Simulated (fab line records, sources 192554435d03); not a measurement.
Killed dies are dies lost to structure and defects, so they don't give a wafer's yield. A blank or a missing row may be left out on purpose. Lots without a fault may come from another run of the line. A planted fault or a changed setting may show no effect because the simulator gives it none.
Chamber matching | flow n5_finfet | N5_BEOL_M2_ETCH_63 on rie_diel-05: 4 sister chambers
The step etches SiARC in CF4, target depth 15.6 nm, time 26 s. 8 wafers are shown with their chamber, then 8 later ones without.

WAFERS WITH THEIR CHAMBER
wafer  | chamber | showerhead_plenum_p_Torr (Torr) | drypump_motor_current_A (A)
L074.5 | 0       | 2.08                            | 5.4
L075.6 | 1       | 2.12                            | 5.4
L076.2 | 1       | 2.12                            | 5.5
L078.6 | 3       | 2.09                            | 5.7
L079.1 | 0       | 2.08                            | 5.5
L079.2 | 2       | 2.28                            | 6.5
L079.5 | 2       | 2.28                            | 6.5
L088.1 | 3       | 2.08                            | 5.7

WAFERS WITHOUT THEIR CHAMBER
wafer  | showerhead_plenum_p_Torr (Torr) | drypump_motor_current_A (A)
L088.3 | 2.07                            | 5.4
L088.4 | 2.07                            | 5.4
L089.3 | 2.28                            | 6.5
L089.4 | 2.09                            | 5.7
L089.5 | 2.27                            | 6.4
L097.1 | 2.11                            | 5.5
L097.2 | 2.06                            | 5.5
L097.4 | 2.27                            | 6.5

WHICH CHAMBER EACH WENT THROUGH
wafer  | from the rows above | in truth
L088.3 | 0                   | 0
L088.4 | 0                   | 0
L089.3 | 2                   | 2
L089.4 | 3                   | 3
L089.5 | 2                   | 2
L097.1 | 1                   | 1
L097.2 | 0                   | 0
L097.4 | 2                   | 2
Placed correctly: 8 of 8. Can't be placed from these rows: 0. Placed wrongly: 0.
How it was worked out, from the rows above alone: a wafer's distance from a chamber is the root of the sum, over the readings, of the square of ((its reading less the chamber's mean) divided by the reading's scatter). The wafer belongs to the nearest chamber; if the next one is less than 2 further off, it can't be placed. A chamber's mean is the mean of its shown wafers. The scatter: the root of (the sum of the squares of (reading less its chamber's mean) over the shown wafers, divided by (wafers less chambers)).
